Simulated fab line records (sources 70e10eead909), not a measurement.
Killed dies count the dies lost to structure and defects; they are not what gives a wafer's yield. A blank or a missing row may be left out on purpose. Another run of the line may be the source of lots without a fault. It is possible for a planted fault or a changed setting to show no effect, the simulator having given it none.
Matching of chambers | flow nand_harc | rie_diel-11 running NHARC_A_CONTACT_ETCH_102: 4 sister chambers
The step etches the open film in CF4/O2, target depth 100 nm, overetch 10 nm, time 55 s. 4 wafers are shown with their chamber, then 10 later ones without.

WAFERS, EACH WITH ITS CHAMBER
wafer  | chamber | drypump_motor_current_A (A)
L086.2 | 3       | 5.2
L089.5 | 0       | 6.0
L090.2 | 2       | 6.6
L090.5 | 1       | 5.3

WAFERS WHOSE CHAMBER IS MISSING
wafer  | drypump_motor_current_A (A)
L090.6 | 6.0
L092.1 | 5.3
L092.4 | 6.0
L092.6 | 5.2
L091.1 | 5.3
L091.2 | 6.7
L091.3 | 5.2
L096.1 | 6.0
L096.4 | 5.3
L096.6 | 5.2

WHICH CHAMBER EACH WENT THROUGH
wafer  | from the rows above | in truth
L090.6 | 0                   | 0
L092.1 | 1                   | 1
L092.4 | 0                   | 0
L092.6 | 3                   | 3
L091.1 | 1                   | 1
L091.2 | 2                   | 2
L091.3 | 3                   | 3
L096.1 | 0                   | 0
L096.4 | 1                   | 1
L096.6 | 3                   | 3
Correctly placed: 10 of 10. Not placeable from these rows: 0. Placed wrongly: 0.
How it was worked out, from the rows above alone: a wafer's distance from a chamber is the root of the sum, over the readings, of the square of ((its reading less the chamber's mean) divided by the reading's scatter). The wafer belongs to the nearest chamber; if the next one is less than 2 further off, it can't be placed. The mean given for a chamber averages the wafers shown for that chamber. The scatter: root of mean squared gap, hidden wafer to nearest shown wafer, with one shown wafer a chamber.
